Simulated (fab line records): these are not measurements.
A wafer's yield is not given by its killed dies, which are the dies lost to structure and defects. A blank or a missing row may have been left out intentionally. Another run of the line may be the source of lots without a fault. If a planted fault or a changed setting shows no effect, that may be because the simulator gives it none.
Comparing a struck lot with a sound one || flow n5-finfet || 15 steps out of a route of 1938
Sound: wafers L683.1, L683.5, L683.6. Struck: wafer L686.5 (left out: L686.4, a lot-mate that was not struck); the cause follows at the end.
Order at every step that has rows: each side's tool, ch and its chambers, its first start. Under that, the readings that differ: sound wafers || struck wafers || difference of the means || sigmas: that difference in standard deviations of wafers without a fault.
alike: words and numbers the same on both sides, and readings whose means are apart by under 2 such deviations; not compared: readings that were withheld, readings missing a value for some wafer, numbers with overlapping values and no deviation given by the record, and bounds like >300 which may hide the same value.
A row with sigmas, a row that says differs or no value, or rows on one side alone: a step with any of these is where the two part. Non-overlapping numbers with no deviation appear without sigmas and do not part them. A reading that every wafer of one side lacks parts them only if that side has two wafers or more.

N5_BEOL_M12_TRENCH_ETCH_34: etches SiOC in C4F8/O2/Ar, target depth 318.95 nm, time 125.5 s.
  sound on rie-diel-01 ch 1,2,3, day 13 00:56; struck on rie-diel-02 ch 0, day 13 22:22
  alike: drypump-motor-current-A, oes-product-au, rf-vpp-V, showerhead-plenum-p-Torr, throttle-valve-pct
  not compared: rf-hours-counter-h
then, 1 step without rows for these wafers: N5_BEOL_M12_STRIP_70 (strips in C4F8/O2/Ar).
N5_BEOL_M12_OCD_MEAS_35:
  sound: ocd-02 at day 13 01:05; struck: ocd-02 at day 13 22:31
  alike: trench-depth-nm
then, 4 steps without rows for these wafers: N5_BEOL_M12_STRIP_37 (strips in N2/H2); N5_BEOL_M12_ETCH_38 (etches SiCN in CF4/N2, target depth 68.7 nm, time 73.4 s); N5_BEOL_M12_PRECLEAN_39 (cleans in residue remover, time 60 s); N5_BEOL_M12_SRD_40 (time 30 s, dry time 30 s).
N5_BEOL_M12_DEGAS_41: time 60 s.
  sound: pvd-sputter-03 at day 13 06:17; struck: pvd-sputter-01 at day 14 00:27
  alike: heater-power-w
N5_BEOL_M12_PRE_CLEAN_42: time 30 s.
  sound: pvd-sputter-03 at day 13 06:20; struck: pvd-sputter-01 at day 14 00:29
  alike: heater-power-w
then, 1 step without rows for these wafers: N5_BEOL_M12_SPUTTER_43 (material TaN, target thk 15 nm, time 24.19 s).
N5_BEOL_M12_SPUTTER_44: material Ta, target thk 10 nm, time 16.13 s.
  sound: pvd-sputter-03 at day 13 06:27; struck: pvd-sputter-01 at day 14 00:37
{"reading": "throttle-valve-pct (%)", "sound": "30.4 30.2 30.9", "struck": 27.7, "difference": -2.8, "sigmas": -3}
  alike: chamber-pressure-pa
then, 1 step without rows for these wafers: N5_BEOL_M12_SPUTTER_45 (material Cu, target thk 80 nm, time 13.33 s).
N5_BEOL_M12_ECD_47: material Cu, target thk 720 nm.
  sound on ecd-cu-02 ch 0,1, day 13 06:39; struck on ecd-cu-02 ch 1, day 14 00:51
{"reading": "model.Cu_of_BEOL_M12_ECD_47.thk-nm (nm)", "sound": "726.4 719.8 724.8", "struck": 532.6, "difference": -191.1, "sigmas": ""}
N5_BEOL_M12_ANNEAL_48: time 90 s.
  sound on rtp-anneal-01 ch 0, day 13 06:48; struck on rtp-anneal-01 ch 0, day 14 01:05
  alike: wafer_temp_C_max
following that, these wafers have no rows for 1 step: N5_PASSIVATION_PROBE_49.

== WHERE THEY PART ==
Within this record, at N5_BEOL_M12_SPUTTER_44 only. Later steps at which nothing parts them and some readings are alike: N5_BEOL_M12_ANNEAL_48.

WHY: the cause the simulator had injected
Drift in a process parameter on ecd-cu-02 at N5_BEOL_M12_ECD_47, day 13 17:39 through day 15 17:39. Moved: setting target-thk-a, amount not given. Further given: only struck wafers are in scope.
